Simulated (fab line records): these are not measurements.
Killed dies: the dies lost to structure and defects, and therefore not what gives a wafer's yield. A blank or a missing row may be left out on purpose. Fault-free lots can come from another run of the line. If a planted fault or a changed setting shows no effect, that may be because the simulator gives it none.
Matching of chambers	flow n5-finfet	N5_MOL_CONTACT_COAG_ETCH_106 on rie-diel-06 has 4 sister chambers
The step etches SOC in N2/H2, target depth 80 nm, overetch 16 nm, time 120 s. 4 wafers are shown with their chamber, then 9 later ones without.

== WAFERS WITH THEIR CHAMBER ==
wafer	chamber	drypump-motor-current-A (A)
L087.5	0	5.0
L090.1	1	5.4
L091.1	3	6.4
L091.6	2	5.7

== WAFERS WITHOUT THEIR CHAMBER ==
wafer	drypump-motor-current-A (A)
L092.1	5.1
L092.2	5.7
L092.4	5.4
L095.1	5.6
L095.2	5.4
L095.6	6.5
L097.1	5.5
L097.2	5.6
L097.5	5.4

== CHAMBER TAKEN BY EACH ==
wafer	from the rows above	in truth
L092.1	0	0
L092.2	2	2
L092.4	1	1
L095.1	can't be placed: 2 or 1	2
L095.2	1	1
L095.6	3	3
L097.1	can't be placed: 1 or 2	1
L097.2	can't be placed: 2 or 1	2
L097.5	1	1
6 of 9 placed correctly. Not placeable from these rows: 3 (in 3, the candidates include the true chamber). Placed wrongly: 0.
How it was worked out, from the rows above alone: a wafer's distance from a chamber is the root of the sum, over the readings, of the square of ((its reading less the chamber's mean) divided by the reading's scatter). The wafer belongs to the nearest chamber; if the next one is less than 2 further off, it can't be placed. A chamber's mean is the mean of its shown wafers. The scatter: root of mean squared gap, hidden wafer to nearest shown wafer, with one shown wafer a chamber.
